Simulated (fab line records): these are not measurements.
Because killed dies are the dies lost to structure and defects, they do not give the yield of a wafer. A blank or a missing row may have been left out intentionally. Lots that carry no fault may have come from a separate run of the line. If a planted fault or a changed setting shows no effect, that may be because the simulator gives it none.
A struck lot beside a sound one | flow n5-finfet | 39 steps out of a route of 1938
Sound: the wafers L634.1, L634.2, L634.3. Struck: wafers L628.1, L628.5. The cause is given at the end.
Order at every step that has rows: each side's tool, ch and its chambers, its first start. Under that, the readings that differ: sound wafers | struck wafers | difference of the means | sigmas: that difference in standard deviations of wafers without a fault.
alike: same words and numbers on both sides, and readings whose means sit less than 2 such deviations apart. not compared: any withheld reading, any reading some wafer has no value for, any bound like >300 that may hide the same value, and any number with overlapping values for which the record gives no deviation.
The two part at a step that has a row with sigmas, a row that says differs or no value, or rows on one side only. Numbers that have no deviation but don't overlap get no sigmas and don't part them. Lack of a reading on every wafer of one side parts them only where that side has two or more wafers.

first, 9 steps without rows for these wafers: N5_MOL_CONTACT_COAG_CVD_140 (deposits W, target thk 66.5 nm, time 215 s); N5_MOL_CONTACT_COAG_PRECLEAN_127 (cleans in DIW, time 57.5 s); N5_MOL_CONTACT_COAG_SRD_128 (dry time 32 s); N5_MOL_CONTACT_COAG_CMP_52 (polishes, stops on SiO2, t overpolish 1.5 s, target thk 66.5 nm); N5_MOL_CONTACT_COAG_ANNEAL_112 (time 1800 s); N5_BEOL_M0_SAQP_PECVD_00 (deposits SiCN from 3MS/NH3, target thk 8 nm, time 14 s); N5_BEOL_M0_SAQP_ILD_DEP_01 (deposits SiOC from DEMS/O2, target thk 45.419 nm, time 8.7 s); N5_BEOL_M0_SAQP_HM_DEP_02 (deposits TiN, target thk 12 nm); N5_BEOL_M0_SAQP_PECVD_03 (deposits SiCN from 3MS/NH3, target thk 12 nm, time 21.1 s).
N5_BEOL_M0_SAQP_PECVD_96: deposits a-Si from SiH4/He, target thk 45 nm, time 45.2 s.
  sound on pecvd-02 ch 0,1,2, day 10 15:11; struck on pecvd-04 ch 1,2, day 9 04:06
  reading                                         | sound          | struck    | difference | sigmas
  run-length-s (s)                                | 81.8 80.4 81.1 | 70.7 69.7 | -10.9      | -20
  model.a-Si_of_BEOL_M0_SAQP_PECVD_96.thk-nm (nm) | 44.6 44.4 44.2 | 33.8 34.8 | -10.1      |
  alike: heater-power-w, showerhead-plenum-p-Torr, throttle-valve-pct
then, 25 steps without rows for these wafers: N5_BEOL_M0_SAQP_PECVD_97 (deposits SiNx from SiH4/NH3/N2, target thk 23 nm, time 19.9 s); N5_BEOL_M0_SAQP_PECVD_04 (deposits a-Si from SiH4/He, target thk 60 nm, time 60.2 s); N5_BEOL_M0_SAQP_HM_DEP_111 (deposits SiO2 from SiH4/N2O, target thk 12 nm, time 7.2 s); N5_BEOL_M0_SAQP_COAT_81 (time 60 s, resist thk 100 nm); N5_BEOL_M0_SAQP_COAT_82 (time 60 s, resist thk 30 nm); N5_BEOL_M0_SAQP_COAT_08 (resist thk 90 nm); N5_BEOL_M0_SAQP_EBR_10; N5_BEOL_M0_SAQP_SOFTBAKE_09 (time 60 s); N5_BEOL_M0_SAQP_EXPOSE_11 (exposes mask M0 CORE, target cd 42 nm); N5_BEOL_M0_SAQP_PEB_12 (peb time 60 s); N5_BEOL_M0_SAQP_DEVELOP_13 (develop time 30 s); N5_BEOL_M0_SAQP_DESCUM_19 (chemistry O2, time 7.9 s); N5_BEOL_M0_SAQP_ETCH_83 (etches SiARC in CF4, target depth 39 nm, time 65 s); N5_BEOL_M0_SAQP_ETCH_84 (etches SOC in N2/H2, target depth 100 nm, overetch 20 nm, time 150 s); N5_BEOL_M0_SAQP_STRIP_80 (strips in N2/H2); N5_BEOL_M0_SAQP_HM_OPEN_112 (chemistry CHF3/O2, target SiO2, stops on a-Si, target depth 12 nm, time 13.5 s); N5_BEOL_M0_SAQP_STRIP_113 (strips in CHF3/O2); N5_BEOL_M0_SAQP_MANDREL_ETCH_20 (etches a-Si in HBr/Cl2, stops on SiNx, target depth 60 nm, bt time 10 s, time 30 s); N5_BEOL_M0_SAQP_STRIP_86 (strips in N2/H2); N5_BEOL_M0_SAQP_STRIP_115 (strips in post etch residue remover, time 60 s); N5_BEOL_M0_SAQP_SRD_93 (time 30 s); N5_BEOL_M0_SAQP_RECESS_114 (chemistry HF/NH3, target SiO2, target depth 14.4 nm, afs cycles 3, sublimation time 60 s); N5_BEOL_M0_SAQP_SPACER1_ALD_98 (deposits SiO2, target thk 12.8 nm, pulse time 1 s, purge time 2 s); N5_BEOL_M0_SAQP_SPACER1_ETCHBACK_99 (etches SiO2 in CHF3/O2, target depth 15.4 nm, time 7.7 s); N5_BEOL_M0_SAQP_MANDREL1_REMOVE_100 (chemistry HBr/Cl2/O2, target a-Si, stops on SiNx, bt time 10 s).
N5_BEOL_M0_SAQP_MANDREL_ETCH_103: etches a-Si in HBr/Cl2, stops on SiCN, target depth 45 nm, bt time 10 s, time 27 s.
  sound on rie-si-06 ch 0,1,3, day 10 17:34; struck on rie-si-06 ch 1, day 9 07:32
  reading                  | sound             | struck      | difference | sigmas
  oes-product-au (a.u.)    | 0.659 0.665 0.694 | 0.583 0.592 | -0.085     | -7
  model.etch.depth-nm (nm) | 44.68 44.45 44.15 | 33.85 34.77 | -10.12     |
  alike: drypump-motor-current-A, throttle-valve-pct
  not compared: rf-hours-counter-h
N5_BEOL_M0_SAQP_SPACER2_ETCHBACK_27: etches SiO2 in CHF3/O2, target depth 22.5 nm, time 11.25 s.
  sound on rie-diel-06 ch 0,1,2, day 10 18:56; struck on rie-diel-03 ch 1,3, day 9 09:04
  reading                                         | sound        | struck    | difference | sigmas
  model.a-Si_of_BEOL_M0_SAQP_PECVD_96.thk-nm (nm) | 42.6 42.2 42 | 31.6 32.6 | -10.2      |
  alike: drypump-motor-current-A, oes-product-au, rf-vpp-V, showerhead-plenum-p-Torr, throttle-valve-pct
  not compared: rf-hours-counter-h
-- here the record skips 8 days between the struck wafers' starts before and after, leaving off in module BEOL_M0_SAQP and picking up in module BEOL_M4 (first step shown: number 1111 of the route) --
N5_BEOL_M4_RC_MEAS_101:
  sound on prober-01 ch 0, day 16 08:12; struck on prober-01 ch 0, day 17 07:19
  alike: DIBL_N, DIBL_P, IOFF_N, IOFF_P, ION_N, ION_P, SS_N, SS_P, VT_N, VT_P
N5_PASSIVATION_PROBE_49:
  sound wafers here have rows in the record (prober-01, day 20 19:34); struck ones have none

WHERE THEY PART
Earliest at N5_BEOL_M0_SAQP_PECVD_96; latest, in this record, at N5_PASSIVATION_PROBE_49.

WHY: what had been put in by the simulator
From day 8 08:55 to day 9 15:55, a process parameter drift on pecvd-04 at N5_BEOL_M0_SAQP_PECVD_96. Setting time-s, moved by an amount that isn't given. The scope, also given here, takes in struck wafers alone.
